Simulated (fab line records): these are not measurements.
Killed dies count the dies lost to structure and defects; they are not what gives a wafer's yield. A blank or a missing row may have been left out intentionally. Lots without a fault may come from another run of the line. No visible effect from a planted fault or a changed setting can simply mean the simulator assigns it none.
Matching of chambers / flow n5-finfet / N5_BEOL_M3_ILD_DEP_00 on pecvd-02: 3 sister chambers
The step deposits SiOC from DEMS/O2, target thk 79 nm, time 15.3 s. 3 wafers are shown with their chamber, then 7 later ones without.

## WAFERS PAIRED WITH THEIR CHAMBERS
wafer=L082.5; chamber=0; throttle-valve-pct (%)=11.9
wafer=L087.1; chamber=1; throttle-valve-pct (%)=12.2
wafer=L087.2; chamber=2; throttle-valve-pct (%)=10.8

## WAFERS WITH NO CHAMBER GIVEN
wafer=L087.4; throttle-valve-pct (%)=12.1
wafer=L086.2; throttle-valve-pct (%)=12.3
wafer=L086.4; throttle-valve-pct (%)=11.9
wafer=L086.6; throttle-valve-pct (%)=12.3
wafer=L097.1; throttle-valve-pct (%)=11.0
wafer=L097.4; throttle-valve-pct (%)=12.4
wafer=L097.6; throttle-valve-pct (%)=10.5

## THE CHAMBER EACH PASSED THROUGH
wafer=L087.4; from the rows above=can't be placed: 1 or 0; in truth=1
wafer=L086.2; from the rows above=can't be placed: 1 or 0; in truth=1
wafer=L086.4; from the rows above=can't be placed: 0 or 1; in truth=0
wafer=L086.6; from the rows above=can't be placed: 1 or 0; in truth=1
wafer=L097.1; from the rows above=2; in truth=2
wafer=L097.4; from the rows above=can't be placed: 1 or 0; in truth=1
wafer=L097.6; from the rows above=2; in truth=2
2 of 7 placed correctly. Not placeable from these rows: 5 (in 5, the candidates include the true chamber). 0 placed wrongly.
How it was worked out, from the rows above alone: a wafer's distance from a chamber is the root of the sum, over the readings, of the square of ((its reading less the chamber's mean) divided by the reading's scatter). The wafer belongs to the nearest chamber; if the next one is less than 2 further off, it can't be placed. The mean given for a chamber averages the wafers shown for that chamber. The scatter: root of mean squared gap, hidden wafer to nearest shown wafer, with one shown wafer a chamber.
